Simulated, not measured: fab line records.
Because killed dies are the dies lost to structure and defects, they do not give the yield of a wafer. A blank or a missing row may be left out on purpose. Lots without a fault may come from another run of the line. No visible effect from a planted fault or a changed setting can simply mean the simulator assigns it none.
fab line records	flow n5Finfet
record lots=7	wafers=39
route steps=1938 shown BEOL_M0_SAQP@672 BEOL_M1@754 BEOL_M7@1263 BEOL_M9@1440 BEOL_M11@1573 BEOL_M13@1713 TV_LITHO@1881
startH: hours from the record's first day to the start of the lot's first wafer shown	waitH: how many hours have passed since the lot's step before this one	" same as the row above	L1.1+2: several wafers, shown together as one row	- no value present, or no start provided	* or withheld: withheld	< > ~ a bound
route shown NAME@n: a module of which the file shows steps, and the number in the route of the first	usual: mean/standard deviation of fault-free wafers	same: alike in all rows	chamber/n: place in a boat	sites: per-site readings	_std_site: the values' standard deviation	_edge_site: the outer-site mean with the inner-site mean subtracted	radiusMm: for every site, how far away it sits from the centre of the wafer	mask NAME#n: copy n	behind: the most recent tool/chamber to have shaped the wafer	hold: cause of the lot's hold/its duration in hours/its outcome	device: whichever transistor did not switch (one of n, p or np)	end of line: the route-end tests of the same wafers	a step given without rows: its recipe and nothing more	killed: at the first sort, the dies lost to defects and structure; wafer yield is something else	map: a wafer's dies, x killed, . not, _ none there
set.NAME: the setting the step ran with; set.NAME@STEP: the setting that earlier step ran with	model.NAME: the simulator's own value behind a step, which no gauge read
lots run with intentionally changed settings; tables by step, rows by wafer
## steps
# step N5_BEOL_M0_SAQP_ETCH_106
# recipe chemistry=N2/H2	target=SOC	targetDepthA=1500	stopOn=SiNx	ionEnergyEv=100	biasW=61	pressureMtorr=30	sourceW=850	n2FlowSccm=200	h2FlowSccm=200
lot.wafer	tool	chamber	startH	waitH	set.targetDepthA	model.SOC_of_BEOL_M0_SAQP_COAT_105.thkNm
L079.1	rieDiel-05	2	149.10	-	1500	26.2
L079.2	"	0	"	"	1500	24
L079.3	"	3	"	"	1500	28.6
L079.4	"	3	"	"	1500	29.6
L079.5	"	0	"	"	1500	24.4
L079.6	"	2	"	"	1500	27
L082.1	rieDiel-01	2	159.40	-	1500	25.6
L082.2	"	0	"	"	1500	21.6
L082.3	"	3	"	"	1500	24.4
L082.4	"	1	"	"	1500	23.6
L082.5	"	0	"	"	1500	21
L082.6	"	1	"	"	1500	23
L089.1+5	rieDiel-05	3	206.30	-	1500	28.4
L089.2	"	0	"	"	1817	7.6
L089.3	"	1	"	"	1817	7
L089.4	"	2	"	"	1500	26.2
L089.6	"	2	"	"	1817	10
L090.1	rieDiel-01	2	216.25	-	1500	25.8
L090.2	"	1	"	"	1500	23.6
L090.3+6	"	0	"	"	1500	22.2
L090.4	"	3	"	"	1500	24.4
L090.5	"	3	"	"	1500	24.8
L094.1	rieDiel-05	2	236.84	-	1500	26.2
L094.2	"	3	"	"	1500	28.6
L094.3	"	1	"	"	1500	24
L094.4	"	0	"	"	1212	39
L094.5	"	1	"	"	1212	38.4
L094.6	"	2	"	"	1212	41.4
L095.1	rieDiel-04	1	249.01	-	1500	22.6
L095.2	"	0	"	"	1500	23.4
L095.6	"	3	"	"	1500	24.6
L097.1	rieDiel-04	3	256.26	-	761.1	62.4
L097.2	"	2	"	"	1500	22.8
L097.3	"	0	"	"	761.1	61.8
L097.4	"	2	"	"	761.1	60.4
L097.5	"	3	"	"	1500	25.4
L097.6	"	0	"	"	1500	24.2
# step N5_BEOL_M1_HM_DEP_02
# recipe material=TiN	targetThkA=200	tempC=25	chamberPressurePa=0.49996
lot.wafer	tool	chamber	startH	waitH	set.targetThkA	model.TiN_of_BEOL_M1_HM_DEP_02.thkNm
L079.1	pvdSputter-03	-	158.44	0.4	200	20
L079.2+6	"	-	"	"	125.7	12.6
L079.3+5	"	-	"	"	200	20.2
L079.4	"	-	"	"	125.7	12.2
L082.1	pvdSputter-01	-	180.91	3.2	200	20
L082.2+5	"	-	"	"	200	19.8
L082.3+6	"	-	"	"	200	20.2
L082.4	"	-	"	"	200	20.4
L089.1	pvdSputter-01	-	214.43	0.0	200	20.6
L089.2+3	"	-	"	"	200	20.2
L089.4	"	-	"	"	200	19.8
L089.5	"	-	"	"	200	20
L089.6	"	-	"	"	200	20.4
L090.1	pvdSputter-02	-	226.71	0.7	200	19.8
L090.2+4+5	"	-	"	"	148.2	14.6
L090.3	"	-	"	"	200	20
L090.6	"	-	"	"	200	19.6
L094.1+2+4	pvdSputter-02	-	249.41	1.1	200	20
L094.3	"	-	"	"	200	19.8
L094.5+6	"	-	"	"	200	20.2
L095.1+6	pvdSputter-01	-	262.16	3.1	200	20
L095.2	"	-	"	"	200	20.6
L097.1	pvdSputter-01	-	266.44	0.7	200	20.4
L097.2	"	-	"	"	200	19.8
L097.3+6	"	-	"	"	200	20
L097.4+5	"	-	"	"	200	19.6
# step N5_BEOL_M1_COAT_61
# recipe resist=SOC	tempC=250	timeS=60	spinRpm=1500	resistThkNm=60
# step N5_BEOL_M1_COAT_62
# recipe resist=SiARC	tempC=220	timeS=60	spinRpm=1500	resistThkNm=12
# step N5_BEOL_M1_STRIP_75
# recipe chemistry=N2/H2	tempC=40	n2FlowSccm=200	h2FlowSccm=200	rfFrequencyHz=6e+07
# step N5_BEOL_M1_STRIP_66
# recipe chemistry=CF4	resist=SiARC	powerW=300	biasPowerW=75	pressureMtorr=50	cf4FlowSccm=150	rfFrequencyHz=6e+07
# step N5_BEOL_M1_HM_OPEN_17
# recipe chemistry=Cl2/BCl3	targetDepthA=200	overetchA=60	target=TiN	maskMaterial=SOC	ionEnergyEv=150	pressureMtorr=10	icpW=1000	biasW=126	Cl2_flow_sccm=53.25	bcl3FlowSccm=21.75	Ar_flow_sccm=25
lot.wafer	tool	chamber	startH	waitH	set.targetThkA@BEOL_M1_HM_DEP_02	model.etch.depthNm
L079.1	rieMetal-02	1	159.20	0.0	200	20.05
L079.2	"	0	"	"	125.7	12.66
L079.3	"	0	"	"	200	20.16
L079.4	"	1	"	"	125.7	12.3
L079.5	"	1	"	"	200	20.27
L079.6	"	0	"	"	125.7	12.56
L082.1	rieMetal-02	1	181.81	0.0	200	19.91
L082.2	"	0	"	"	200	19.72
L082.3	"	0	"	"	200	20.18
L082.4	"	1	"	"	200	20.33
L082.5	"	0	"	"	200	19.86
L082.6	"	1	"	"	200	20.12
L089.1	rieMetal-02	0	215.34	0.0	200	20.53
L089.2	"	1	"	"	200	20.26
L089.3	"	1	"	"	200	20.22
L089.4	"	0	"	"	200	19.88
L089.5	"	1	"	"	200	20.05
L089.6	"	0	"	"	200	20.42
L090.1	rieMetal-02	1	227.47	0.0	200	19.78
L090.2+5	"	0,1	"	"	148.2	14.57
L090.3	"	0	"	"	200	20.05
L090.4	"	1	"	"	148.2	14.54
L090.6	"	0	"	"	200	19.68
L094.1	rieMetal-01	0	250.17	0.0	200	20.07
L094.2	"	0	"	"	200	20.05
L094.3	"	0	"	"	200	19.72
L094.4	"	0	"	"	200	19.94
L094.5+6	"	0	"	"	200	20.17
L095.1	rieMetal-01	0	263.19	0.0	200	19.97
L095.2	"	0	"	"	200	20.56
L095.6	"	0	"	"	200	19.9
L097.1	rieMetal-03	0	267.45	0.0	200	20.33
L097.2	"	1	"	"	200	19.89
L097.3	"	0	"	"	200	20.06
L097.4	"	1	"	"	200	19.58
L097.5	"	0	"	"	200	19.61
L097.6	"	1	"	"	200	20.01
# step N5_BEOL_M7_ILD_DEP_00
# recipe material=SiCOH_lowk	targetThkA=1797.5	tempC=300	precursor=DEMS/porogen	pressureTorr=5	rfW=500	timeS=33.4
lot.wafer	tool	chamber	startH	waitH	set.timeS	model.SiCOH_lowk_of_BEOL_M7_ILD_DEP_00.thkNm
L079.1	pecvd-02	0	235.54	0.0	33.4	176.8
L079.2	"	2	"	"	33.4	178.2
L079.3	"	1	"	"	33.4	177.8
L079.4	"	2	"	"	23.89	132.2
L079.5	"	0	"	"	23.89	128
L079.6	"	1	"	"	23.89	131.4
L082.1	pecvd-02	1	248.02	0.0	33.4	178.4
L082.2	"	0	"	"	33.4	176.6
L082.3	"	2	"	"	48.09	255.8
L082.4	"	1	"	"	33.4	181.4
L082.5	"	2	"	"	48.09	260.4
L082.6	"	0	"	"	48.09	255.6
L089.1	pecvd-02	0	284.49	0.0	33.4	174.8
L089.2	"	1	"	"	43.32	230
L089.3	"	2	"	"	33.4	177.8
L089.4	"	0	"	"	43.32	230.6
L089.5	"	1	"	"	43.32	231.2
L089.6	"	2	"	"	33.4	181.6
L090.1	pecvd-02	0	301.97	0.0	33.4	172.8
L090.2	"	2	"	"	33.4	178
L090.3	"	1	"	"	33.4	176.4
L090.4	"	1	"	"	46.91	250.8
L090.5	"	0	"	"	46.91	248
L090.6	"	2	"	"	46.91	252.6
L094.1	pecvd-02	1	326.53	0.0	49.17	258.6
L094.2	"	0	"	"	49.17	255.8
L094.3	"	2	"	"	33.4	180.2
L094.4	"	2	"	"	33.4	181.6
L094.5	"	1	"	"	49.17	262
L094.6	"	0	"	"	33.4	177.2
L097.1	pecvd-01	0	332.20	0.0	39.1	207.6
L097.2	"	2	"	"	39.1	207.4
L097.3	"	1	"	"	39.1	207.2
L097.4	"	0	"	"	33.4	181.2
L097.5	"	1	"	"	33.4	182.2
L097.6	"	2	"	"	33.4	180.2
L095.1	pecvd-02	0	336.54	0.0	33.4	176.2
L095.2	"	1	"	"	33.4	175.8
L095.6	"	2	"	"	33.4	181.8
# step N5_BEOL_M7_CURE_74
# recipe tempC=385	timeS=240	ambient=He/Ar	material=SiCOH_lowk
lot.wafer	tool	chamber	startH	waitH	set.timeS@BEOL_M7_ILD_DEP_00	model.SiCOH_lowk_of_BEOL_M7_ILD_DEP_00.thkNm
L079.1	uvCure-01	1	235.61	0.0	33.4	152.6
L079.2	"	1	"	"	33.4	153.6
L079.3	"	1	"	"	33.4	153.4
L079.4	"	1	"	"	23.89	113.6
L079.5	"	1	"	"	23.89	110.2
L079.6	"	1	"	"	23.89	113
L082.1	uvCure-01	2	248.08	0.0	33.4	153.8
L082.2	"	2	"	"	33.4	152.2
L082.3+6	"	2	"	"	48.09	221.4
L082.4	"	2	"	"	33.4	156.4
L082.5	"	2	"	"	48.09	225.6
L089.1	uvCure-02	2	284.56	0.0	33.4	150.8
L089.2	"	2	"	"	43.32	198.8
L089.3	"	2	"	"	33.4	153.4
L089.4	"	2	"	"	43.32	199.4
L089.5	"	2	"	"	43.32	200
L089.6	"	2	"	"	33.4	156.6
L090.1	uvCure-02	2	302.03	0.0	33.4	148.8
L090.2	"	2	"	"	33.4	153.4
L090.3	"	2	"	"	33.4	152
L090.4	"	2	"	"	46.91	217.2
L090.5	"	2	"	"	46.91	214.8
L090.6	"	2	"	"	46.91	218.8
L094.1	uvCure-02	2	326.59	0.0	49.17	224
L094.2	"	2	"	"	49.17	221.6
L094.3	"	2	"	"	33.4	155.4
L094.4	"	2	"	"	33.4	156.6
L094.5	"	2	"	"	49.17	227
L094.6	"	2	"	"	33.4	152.8
L097.1	uvCure-01	1	332.26	0.0	39.1	179.4
L097.2	"	1	"	"	39.1	179.2
L097.3	"	1	"	"	39.1	179
L097.4	"	1	"	"	33.4	156.2
L097.5	"	1	"	"	33.4	157
L097.6	"	1	"	"	33.4	155.4
L095.1	uvCure-03	0	336.65	0.1	33.4	152
L095.2	"	0	"	"	33.4	151.6
L095.6	"	0	"	"	33.4	156.8
# step N5_BEOL_M7_THK_MEAS_01
# recipe reads=SiCOH_lowk_of_BEOL_M7_ILD_DEP_00
# usual M7_ILD_THK=154.1/2.1
lot.wafer	tool	chamber	startH	waitH	set.timeS@BEOL_M7_ILD_DEP_00	M7_ILD_THK[nm]
L079.1	filmMetro-01	-	236.12	0.4	33.4	152.6
L079.2	"	-	"	"	33.4	153.5
L079.3	"	-	"	"	33.4	153.4
L079.4	"	-	"	"	23.89	113.6
L079.5	"	-	"	"	23.89	110.1
L079.6	"	-	"	"	23.89	113.0
L082.1	filmMetro-01	-	248.61	0.4	33.4	153.9
L082.2	"	-	"	"	33.4	152.3
L082.3	"	-	"	"	48.09	221.3
L082.4	"	-	"	"	33.4	156.4
L082.5	"	-	"	"	48.09	225.5
L082.6	"	-	"	"	48.09	221.3
L089.1	filmMetro-02	-	285.07	0.4	33.4	150.8
L089.2	"	-	"	"	43.32	198.9
L089.3	"	-	"	"	33.4	153.4
L089.4	"	-	"	"	43.32	199.4
L089.5	"	-	"	"	43.32	199.9
L089.6	"	-	"	"	33.4	156.7
L090.1	filmMetro-02	-	302.54	0.4	33.4	148.9
L090.2	"	-	"	"	33.4	153.4
L090.3	"	-	"	"	33.4	152.1
L090.4	"	-	"	"	46.91	217.3
L090.5	"	-	"	"	46.91	214.9
L090.6	"	-	"	"	46.91	218.8
L094.1	filmMetro-02	-	327.11	0.4	49.17	223.8
L094.2	"	-	"	"	49.17	221.6
L094.3	"	-	"	"	33.4	155.2
L094.4	"	-	"	"	33.4	156.8
L094.5	"	-	"	"	49.17	227.2
L094.6	"	-	"	"	33.4	152.8
L097.1	filmMetro-01	-	332.78	0.4	39.1	179.4
L097.2	"	-	"	"	39.1	179.1
L097.3	"	-	"	"	39.1	179.0
L097.4	"	-	"	"	33.4	156.3
L097.5	"	-	"	"	33.4	157.1
L097.6	"	-	"	"	33.4	155.3
L095.1	filmMetro-02	-	337.16	0.4	33.4	152.0
L095.2	"	-	"	"	33.4	151.5
L095.6	"	-	"	"	33.4	156.7
# step N5_BEOL_M9_ETCH_66
# recipe chemistry=N2/H2	target=SOC	targetDepthA=800	overetchA=160	maskMaterial=SiARC	tempC=40	timeS=120	ionEnergyEv=200	pressureMtorr=30	sourceW=840	biasW=150	n2FlowSccm=200	h2FlowSccm=200
lot.wafer	tool	chamber	startH	waitH	set.targetDepthA	model.SiARC_of_BEOL_M9_COAT_64.thkNm
L079.1+3+6	rieDiel-05	3,2,2	261.64	0.0	800	6.8
L079.2+4+5	"	1,0,1	"	"	800	6.4
L082.1+3+6	rieDiel-04	1,2,2	268.72	0.0	957.2	5.2
L082.2+4+5	"	0,3,3	"	"	800	6.6
L089.1+3+4	rieDiel-01	1,2,3	305.47	0.0	800	6.4
L089.2	"	0	"	"	962.3	5.6
L089.5+6	"	2,3	"	"	962.3	5.4
L090.1	rieDiel-05	3	322.70	0.0	565.7	8
L090.2+6	"	1	"	"	565.7	7.8
L090.3+5	"	0	"	"	800	6.4
L090.4	"	3	"	"	800	6.8
L094.1+6	rieDiel-04	3,0	349.56	0.0	1146	4.6
L094.2	"	2	"	"	800	6.2
L094.3	"	1	"	"	1146	3.6
L094.4	"	0	"	"	800	6.6
L094.5	"	1	"	"	800	5.8
L097.1+4+5	rieDiel-01	0,2,2	358.65	0.0	800	6.4
L097.2+3+6	"	3,1,1	"	"	482.3	8.2
L095.1+6	rieDiel-01	3,0	363.92	0.0	800	6.6
L095.2	"	1	"	"	800	6.4
# step N5_BEOL_M11_ETCH_66
# recipe chemistry=N2/H2	target=SOC	targetDepthA=1200	overetchA=240	maskMaterial=SiARC	tempC=40	timeS=180	ionEnergyEv=200	pressureMtorr=30	sourceW=840	biasW=150	n2FlowSccm=200	h2FlowSccm=200
lot.wafer	tool	chamber	startH	waitH	set.timeS	model.etch.depthNm	model.SiARC_of_BEOL_M11_COAT_64.thkNm
L079.1	rieDiel-05	1	275.69	0.0	180	100.1	22.8
L079.2	"	2	"	"	103.1	80.03	26
L079.3	"	0	"	"	103.1	81.51	25.8
L079.4	"	3	"	"	180	100.3	23.2
L079.5	"	0	"	"	103.1	81.18	26
L079.6	"	1	"	"	180	99.88	22.8
L082.1	rieDiel-01	3	281.08	0.1	91.12	71.49	26.4
L082.2	"	0	"	"	180	99.6	22.6
L082.3	"	0	"	"	180	100.2	22.8
L082.4	"	3	"	"	91.12	71.47	26.4
L082.5	"	0	"	"	91.12	74.22	26.4
L082.6	"	3	"	"	180	100	22.6
L089.1	rieDiel-05	1	322.13	0.0	252.8	100.2	19.8
L089.2	"	3	"	"	252.8	100.1	20.6
L089.3	"	0	"	"	180	99.93	22.8
L089.4+5	"	1,0	"	"	180	100.3	22.8
L089.6	"	3	"	"	252.8	100.4	20.6
L090.1	rieDiel-04	0	340.98	0.0	219.5	99.62	21.4
L090.2	"	3	"	"	219.5	99.63	21
L090.3	"	1	"	"	180	99.72	22
L090.4	"	2	"	"	180	99.66	22.4
L090.5	"	1	"	"	219.5	100.2	20.2
L090.6	"	2	"	"	180	99.68	22.4
L094.1	rieDiel-04	0	367.92	0.0	238.7	99.83	20.6
L094.2	"	1	"	"	180	99.43	22.4
L094.3	"	3	"	"	238.7	99.34	20.6
L094.4	"	2	"	"	238.7	99.86	20
L094.5	"	3	"	"	180	99.74	23
L094.6	"	2	"	"	180	99.82	22.6
L097.1	rieDiel-05	1	377.20	0.0	152.6	100.1	23.8
L097.2	"	0	"	"	180	99.68	22.8
L097.3	"	3	"	"	180	99.86	23
L097.4	"	2	"	"	180	99.6	23
L097.5	"	1	"	"	152.6	99.89	23.8
L097.6	"	2	"	"	152.6	99.67	24
L095.1	rieDiel-04	0	380.48	0.0	180	99.99	23
L095.2	"	1	"	"	180	100.2	22.2
L095.6	"	0	"	"	180	99.98	23.2
# step N5_BEOL_M13_DEP_53
# recipe material=SiCN	targetThkA=500	tempC=withheld	precursor=3MS/NH3	pressureTorr=3	rfW=675	timeS=17.8
lot.wafer	tool	chamber	startH	waitH	set.timeS	model.SiCN_of_BEOL_M13_DEP_53.thkNm
L079.1	pecvd-02	1	289.16	0.0	17.8	49.4
L079.2+4	"	0,1	"	"	17.8	49.8
L079.3	"	2	"	"	26.79	73.8
L079.5	"	2	"	"	26.79	74.4
L079.6	"	0	"	"	26.79	74.8
L082.1	pecvd-02	2	294.39	0.0	17.8	49.4
L082.2	"	0	"	"	17.8	49.2
L082.3	"	1	"	"	17.8	50
L082.4+5	"	2,1	"	"	13.69	39
L082.6	"	0	"	"	13.69	38.6
L089.1	pecvd-01	1	336.65	0.0	8.637	25
L089.2	"	2	"	"	8.637	24.4
L089.3	"	0	"	"	17.8	49.6
L089.4+6	"	0,1	"	"	17.8	50.6
L089.5	"	2	"	"	8.637	25.2
L090.1	pecvd-03	1	356.01	0.0	17.8	49
L090.2	"	2	"	"	10.72	30
L090.3	"	2	"	"	17.8	49.8
L090.4	"	1	"	"	17.8	50
L090.5+6	"	1,2	"	"	10.72	30.2
L094.1+2+4	pecvd-03	0,1,1	380.22	0.0	17.8	50.4
L094.3	"	2	"	"	8.4	24
L094.5	"	0	"	"	8.4	24.6
L094.6	"	2	"	"	8.4	24.2
L097.1	pecvd-02	2	391.08	0.0	17.8	49.2
L097.2	"	0	"	"	10.7	30
L097.3	"	1	"	"	17.8	49.4
L097.4+5	"	2,0	"	"	10.7	30.4
L097.6	"	1	"	"	17.8	50
L095.1	pecvd-01	2	394.17	0.0	17.8	50.6
L095.2	"	1	"	"	17.8	50.4
L095.6	"	1	"	"	17.8	51
# step N5_PASSIVATION_DEVELOP_09
# recipe developTimeS=60	rinseLiquid=diw	dry=airSpin	devTempC=21
lot.wafer	tool	chamber	startH	waitH	set.developTimeS
L079.1+4+5	lithoTrack-03	0	-	-	60
L079.2+3+6	"	0	"	"	74.78
L082.1+3+5	lithoTrack-04	0	-	-	60
L082.2+4+6	"	0	"	"	84.61
L089.1+2+3+4+5+6	lithoTrack-03	0	-	-	60
L090.1+3+6	lithoTrack-03	0	-	-	60
L090.2+4+5	"	0	"	"	26.22
L094.1+2+6	lithoTrack-03	0	-	-	60
L094.3+4+5	"	0	"	"	30.39
L097.1+3+4	lithoTrack-01	0	-	-	60
L097.2+5+6	"	0	"	"	90.07
L095.1+2+6	lithoTrack-03	0	-	-	60
# step N5_PASSIVATION_HARDBAKE_11
# recipe tempC=130	timeS=120
# step N5_PASSIVATION_CD_MEAS_10
# recipe targetCdNm=3000	landingEnergyEv=500	detector=seInlens
# usual cdNm=3000.0/2.2
lot.wafer	tool	chamber	startH	waitH	set.developTimeS@PASSIVATION_DEVELOP_09	cdNm
L079.1	cdSem-01	0	309.12	-	60	3001.7
L079.2	"	0	"	"	74.78	3007.5
L079.3	"	0	"	"	74.78	3008.7
L079.4	"	0	"	"	60	3003.6
L079.5	"	0	"	"	60	3001.4
L079.6	"	0	"	"	74.78	3006.4
L082.1	cdSem-01	0	318.13	-	60	3002.1
L082.2	"	0	"	"	84.61	3009.6
L082.3	"	0	"	"	60	3000.5
L082.4	"	0	"	"	84.61	3005.9
L082.5	"	0	"	"	60	3000.6
L082.6	"	0	"	"	84.61	3008.6
L089.1	cdSem-03	0	354.17	-	60	3000.9
L089.2	"	0	"	"	60	2998.5
L089.3	"	0	"	"	60	2998.9
L089.4	"	0	"	"	60	3000.5
L089.5	"	0	"	"	60	3001.7
L089.6	"	0	"	"	60	2998.2
L090.1	cdSem-01	0	374.49	-	60	3000.3
L090.2	"	0	"	"	26.22	2981.5
L090.3	"	0	"	"	60	3000.1
L090.4	"	0	"	"	26.22	2983.2
L090.5	"	0	"	"	26.22	2982.6
L090.6	"	0	"	"	60	3001.2
L094.1	cdSem-01	0	397.26	-	60	3001.9
L094.2	"	0	"	"	60	3001.0
L094.3	"	0	"	"	30.39	2985.5
L094.4	"	0	"	"	30.39	2984.9
L094.5	"	0	"	"	30.39	2985.6
L094.6	"	0	"	"	60	2997.5
L097.1	cdSem-03	0	408.43	-	60	2994.1
L097.2	"	0	"	"	90.07	3006.1
L097.3	"	0	"	"	60	2997.6
L097.4	"	0	"	"	60	2999.4
L097.5	"	0	"	"	90.07	3007.8
L097.6	"	0	"	"	90.07	3008.3
L095.1	cdSem-01	0	414.78	-	60	2997.7
L095.2	"	0	"	"	60	3000.3
L095.6	"	0	"	"	60	3000.7
# step N5_PASSIVATION_DESCUM_12
# recipe chemistry=O2	timeS=7.9	sourcePowerW=50	biasPowerW=20	pressureMtorr=20	rfFrequencyHz=2.712e+07	tempC=40	o2FlowSccm=225
lot.wafer	tool	chamber	startH	waitH	set.developTimeS@PASSIVATION_DEVELOP_09	model.TV_LITHO.cdNm
L079.1+5	rieDiel-04	3,1	309.92	0.7	60	3001
L079.2+6	"	2,0	"	"	74.78	3007
L079.3	"	1	"	"	74.78	3008
L079.4	"	0	"	"	60	3003
L082.1	rieDiel-01	0	318.71	0.5	60	3002
L082.2	"	3	"	"	84.61	3009
L082.3	"	1	"	"	60	3001
L082.4	"	2	"	"	84.61	3006
L082.5	"	3	"	"	60	3000
L082.6	"	0	"	"	84.61	3008
L089.1	rieDiel-01	3	354.34	0.1	60	3001
L089.2	"	0	"	"	60	2998
L089.3+6	"	2,3	"	"	60	2999
L089.4	"	1	"	"	60	3000
L089.5	"	2	"	"	60	3002
L090.1+3	rieDiel-04	2,3	374.70	0.2	60	3000
L090.2	"	1	"	"	26.22	2981
L090.4	"	0	"	"	26.22	2983
L090.5	"	3	"	"	26.22	2982
L090.6	"	0	"	"	60	3001
L094.1	rieDiel-01	2	397.62	0.3	60	3002
L094.2	"	0	"	"	60	3001
L094.3	"	3	"	"	30.39	2986
L094.4+5	"	1,0	"	"	30.39	2985
L094.6	"	1	"	"	60	2998
L097.1	rieDiel-05	3	408.70	0.2	60	2994
L097.2	"	1	"	"	90.07	3006
L097.3	"	0	"	"	60	2998
L097.4	"	2	"	"	60	-
L097.5+6	"	2,1	"	"	90.07	3008
L095.1	rieDiel-01	1	415.31	0.5	60	2998
L095.2+6	"	2	"	"	60	3000
## key
split step=N5_BEOL_M0_SAQP_ETCH_106	setting=targetDepthA	stated=1500	by=wafer
response step=N5_BEOL_M0_SAQP_ETCH_106	reading=model.SOC_of_BEOL_M0_SAQP_COAT_105.thkNm	change=-0.774	per=1%	r=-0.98
split step=N5_BEOL_M1_HM_DEP_02	setting=targetThkA	stated=200	by=wafer
response step=N5_BEOL_M1_HM_DEP_02	reading=model.TiN_of_BEOL_M1_HM_DEP_02.thkNm	change=+0.205	per=1%	r=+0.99
response step=N5_BEOL_M1_HM_OPEN_17	reading=model.etch.depthNm	change=+0.205	per=1%	r=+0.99
split step=N5_BEOL_M7_ILD_DEP_00	setting=timeS	stated=33.4	by=wafer
response step=N5_BEOL_M7_ILD_DEP_00	reading=model.SiCOH_lowk_of_BEOL_M7_ILD_DEP_00.thkNm	change=+1.74	per=1%	r=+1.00
response step=N5_BEOL_M7_CURE_74	reading=model.SiCOH_lowk_of_BEOL_M7_ILD_DEP_00.thkNm	change=+1.52	per=1%	r=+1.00
response step=N5_BEOL_M7_THK_MEAS_01	reading=M7_ILD_THK	change=+1.52	per=1%	r=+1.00
split step=N5_BEOL_M9_ETCH_66	setting=targetDepthA	stated=800	by=wafer
response step=N5_BEOL_M9_ETCH_66	reading=model.SiARC_of_BEOL_M9_COAT_64.thkNm	change=-0.0471	per=1%	r=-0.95
split step=N5_BEOL_M11_ETCH_66	setting=timeS	stated=180	by=wafer
response step=N5_BEOL_M11_ETCH_66	reading=model.etch.depthNm	shape=bent	atLowest=72.4	atStated=99.9	atHighest=100.2
response step=N5_BEOL_M11_ETCH_66	reading=model.SiARC_of_BEOL_M11_COAT_64.thkNm	change=-0.0692	per=1%	r=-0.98
split step=N5_BEOL_M13_DEP_53	setting=timeS	stated=17.8	by=wafer
response step=N5_BEOL_M13_DEP_53	reading=model.SiCN_of_BEOL_M13_DEP_53.thkNm	change=+0.489	per=1%	r=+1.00
split step=N5_PASSIVATION_DEVELOP_09	setting=developTimeS	stated=60	by=wafer
response step=N5_PASSIVATION_CD_MEAS_10	reading=cdNm	change=+0.258	per=1%	r=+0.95
response step=N5_PASSIVATION_DESCUM_12	reading=model.TV_LITHO.cdNm	change=+0.268	per=1%	r=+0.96
